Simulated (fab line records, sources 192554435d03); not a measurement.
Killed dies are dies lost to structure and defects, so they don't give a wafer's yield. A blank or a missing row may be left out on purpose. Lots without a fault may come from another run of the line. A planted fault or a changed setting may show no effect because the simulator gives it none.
Chamber matching | flow n5_finfet | N5_FIN_SAQP_HM_DEP_72 on pecvd-03: 3 sister chambers
The step deposits SiO2 from SiH4/N2O, target thk 12 nm, time 7.2 s. 3 wafers are shown with their chamber, then 7 later ones without.

WAFERS WITH THEIR CHAMBER
wafer  | chamber | showerhead_plenum_p_Torr (Torr)
L085.1 | 2       | 8.09
L086.3 | 0       | 8.14
L086.5 | 1       | 7.91

WAFERS WITHOUT THEIR CHAMBER
wafer  | showerhead_plenum_p_Torr (Torr)
L086.6 | 8.07
L088.2 | 7.86
L088.5 | 7.89
L088.6 | 8.10
L089.1 | 7.87
L089.2 | 8.14
L089.3 | 8.07

WHICH CHAMBER EACH WENT THROUGH
wafer  | from the rows above     | in truth
L086.6 | can't be placed: 2 or 0 | 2
L088.2 | 1                       | 1
L088.5 | 1                       | 1
L088.6 | can't be placed: 2 or 0 | 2
L089.1 | 1                       | 1
L089.2 | can't be placed: 0 or 2 | 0
L089.3 | can't be placed: 2 or 0 | 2
Placed correctly: 3 of 7. Can't be placed from these rows: 4 (the true chamber is among the candidates in 4). Placed wrongly: 0.
How it was worked out, from the rows above alone: a wafer's distance from a chamber is the root of the sum, over the readings, of the square of ((its reading less the chamber's mean) divided by the reading's scatter). The wafer belongs to the nearest chamber; if the next one is less than 2 further off, it can't be placed. A chamber's mean is the mean of its shown wafers. The scatter: with one shown wafer a chamber, the root of the mean of the squares of how far each hidden wafer lies from its nearest shown one.
